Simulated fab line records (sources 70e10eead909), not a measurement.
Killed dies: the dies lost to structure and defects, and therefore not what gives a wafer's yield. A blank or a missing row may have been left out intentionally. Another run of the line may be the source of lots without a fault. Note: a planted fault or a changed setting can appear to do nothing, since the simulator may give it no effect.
Shared-tool check | flow nand harc | 11 lots and 33 wafers in the sample

WHY IT WAS OPENED
Flagged at NHARC_A_M0_THK_MEAS_24: reading thk nm, on 2 of 11 lots. No-fault wafers: 113.7 nm, standard deviation 1.6.
Rule: flag the lot when none of its wafers has a number, or when each of its wafers that has one lies beyond 4 standard deviations from that mean. As for the other lots, they are considered sound.

lot  | measured     | on            | thk nm (nm), wafer by wafer | flag
L920 | day 23 19:10 | film metro-02 | 115.2 114.1 113.9           |
L921 | day 24 03:59 | film metro-02 | 113.8 116.2 114.9           |
L922 | day 25 04:07 | film metro-02 | 113.7 114.2 114.4           |
L923 | day 25 09:51 | film metro-01 | 112.8 115.2 116.1           |
L925 | day 26 16:58 | film metro-01 | 28.0 28.4 30.0              | FLAGGED
L926 | day 26 21:13 | film metro-01 | 30.2 30.4 30.8              | FLAGGED
L936 | day 30 15:41 | film metro-01 | 115.3 113.3 114.8           |
L937 | day 30 23:30 | film metro-02 | 114.7 114.7 113.1           |
L939 | day 31 11:58 | film metro-02 | 112.9 112.5 114.2           |
L938 | day 31 14:19 | film metro-02 | 112.4 112.2 111.0           |
L940 | day 32 09:28 | film metro-02 | 113.1 115.2 112.5           |
On average the flagged lots' numbers are 29.6 nm, which is -84.1 nm against the usual, or -53 standard deviations.

LOT BY LOT: THE TOOL USED
Before the reading, the record contains 4 process steps out of a 1302-step route. Each cell gives the tool, then ch followed by the chambers the sampled wafers passed through, then the start.
lot  | flag    | NHARC_A_BLC_STRIP_21               | NHARC_A_BLC_ALD_23                  | NHARC_A_M0_ECD_22              | NHARC_A_M0_CMP_23
L920 |         | rie diel-08 ch 0,2, day 23 13:58   | ald metal-02 ch 0,1, day 23 14:40   | ecd cu-01 ch 0,1, day 23 18:14 | cmp-04 ch 0,2, day 23 18:51
L921 |         | rie diel-11 ch 0,1,2, day 23 22:46 | ald metal-02 ch 1,2,3, day 23 23:26 | ecd cu-02 ch 0,1, day 24 02:56 | cmp-02 ch 0,1,2, day 24 03:41
L922 |         | rie diel-11 ch 0,1,2, day 24 22:51 | ald metal-02 ch 0,1,2, day 24 23:31 | ecd cu-02 ch 0,1, day 25 03:05 | cmp-03 ch 1,2,3, day 25 03:50
L923 |         | rie diel-13 ch 1,3, day 25 04:45   | ald metal-03 ch 0,1,2, day 25 05:28 | ecd cu-01 ch 0,1, day 25 08:50 | cmp-04 ch 0,1,3, day 25 09:35
L925 | FLAGGED | rie diel-08 ch 0,1,2, day 26 11:29 | ald metal-03 ch 0,2, day 26 12:11   | ecd cu-02 ch 0,1, day 26 15:56 | cmp-03 ch 0,1,3, day 26 16:41
L926 | FLAGGED | rie diel-08 ch 2,3, day 26 16:05   | ald metal-03 ch 0,2,3, day 26 16:47 | ecd cu-02 ch 0, day 26 20:11   | cmp-04 ch 1,2,3, day 26 20:58
L936 |         | rie diel-11 ch 0,1, day 30 10:34   | ald metal-03 ch 0,2,3, day 30 11:13 | ecd cu-02 ch 0,1, day 30 14:42 | cmp-02 ch 0,1, day 30 15:24
L937 |         | rie diel-08 ch 0,2,3, day 30 17:37 | ald metal-01 ch 0,2, day 30 18:17   | ecd cu-01 ch 0,1, day 30 22:28 | cmp-03 ch 2,3, day 30 23:13
L939 |         | rie diel-11 ch 1,2, day 31 06:40   | ald metal-03 ch 1,2,3, day 31 07:22 | ecd cu-02 ch 0,1, day 31 10:58 | cmp-02 ch 1,2,3, day 31 11:41
L938 |         | rie diel-13 ch 1,3, day 31 09:07   | ald metal-02 ch 0,1,3, day 31 09:49 | ecd cu-02 ch 0,1, day 31 13:17 | cmp-02 ch 0,3, day 31 13:59
L940 |         | rie diel-08 ch 0,2,3, day 32 03:43 | ald metal-01 ch 0,1,2, day 32 04:22 | ecd cu-02 ch 0,1, day 32 07:58 | cmp-02 ch 0,1,3, day 32 09:08
What these steps do:
- NHARC_A_BLC_STRIP_21: strips in O2.
- NHARC_A_BLC_ALD_23: deposits TiN, target thk 3 nm, pulse time 1 s, ald cycles 150.
- NHARC_A_M0_ECD_22: material Cu, target thk 400 nm.
- NHARC_A_M0_CMP_23: polishes, t overpolish 20 s, target thk 113.75 nm.
- NHARC_A_M0_THK_MEAS_24: measures by xrf.

FLAGGED AGAINST TOTAL, ONE TOOL AT A TIME (gauges that did the reading follow at the end)
step                   | tool          | lots run | flagged | share of the flagged lots | sound lots run after its first flagged lot
NHARC_A_BLC_STRIP_21   | rie diel-08   | 5        | 2       | all                       | 2 (L937,L940)
NHARC_A_BLC_STRIP_21   | rie diel-11   | 4        | 0       | none                      | -
NHARC_A_BLC_STRIP_21   | rie diel-13   | 2        | 0       | none                      | -
NHARC_A_BLC_ALD_23     | ald metal-01  | 2        | 0       | none                      | -
NHARC_A_BLC_ALD_23     | ald metal-02  | 4        | 0       | none                      | -
NHARC_A_BLC_ALD_23     | ald metal-03  | 5        | 2       | all                       | 2 (L936,L939)
NHARC_A_M0_ECD_22      | ecd cu-01     | 3        | 0       | none                      | -
NHARC_A_M0_ECD_22      | ecd cu-02     | 8        | 2       | all                       | 4 (L936,L939,L938,L940)
NHARC_A_M0_CMP_23      | cmp-02        | 5        | 0       | none                      | -
NHARC_A_M0_CMP_23      | cmp-03        | 3        | 1       | some                      | 1 (L937)
NHARC_A_M0_CMP_23      | cmp-04        | 3        | 1       | some                      | 0
NHARC_A_M0_THK_MEAS_24 | film metro-01 | 4        | 2       | all                       | 1 (L936)
NHARC_A_M0_THK_MEAS_24 | film metro-02 | 7        | 0       | none                      | -

THE TABLE: WHAT IT ALLOWS
4 rows of the table ran every flagged lot: rie diel-08 at NHARC_A_BLC_STRIP_21, ald metal-03 at NHARC_A_BLC_ALD_23, ecd cu-02 at NHARC_A_M0_ECD_22, film metro-01 at NHARC_A_M0_THK_MEAS_24.
- rie diel-08 at NHARC_A_BLC_STRIP_21: 2 of its 5 lots flagged. Sound lots followed the first flagged one (L937, L940) on it, something a lasting fault affecting the whole tool could not allow.
- ald metal-03 at NHARC_A_BLC_ALD_23: 2 of its 5 lots flagged. Sound lots followed the first flagged one (L936, L939) on it, something a lasting fault affecting the whole tool could not allow.
- ecd cu-02 at NHARC_A_M0_ECD_22: 2 of its 8 lots flagged. Sound lots followed the first flagged one (L936, L939, L938, L940) on it, something a lasting fault affecting the whole tool could not allow. On the flagged lots its readings are blank where sound lots have values: bath heat duty pct, bath temp c.
- film metro-01 at NHARC_A_M0_THK_MEAS_24: 2 of its 4 lots flagged. Sound lots followed the first flagged one (L936) on it, something a lasting fault affecting the whole tool could not allow.
Not one row of the table ran every flagged lot while running no sound lot after the first.

WHAT HAD BEEN PUT IN BY THE SIMULATOR
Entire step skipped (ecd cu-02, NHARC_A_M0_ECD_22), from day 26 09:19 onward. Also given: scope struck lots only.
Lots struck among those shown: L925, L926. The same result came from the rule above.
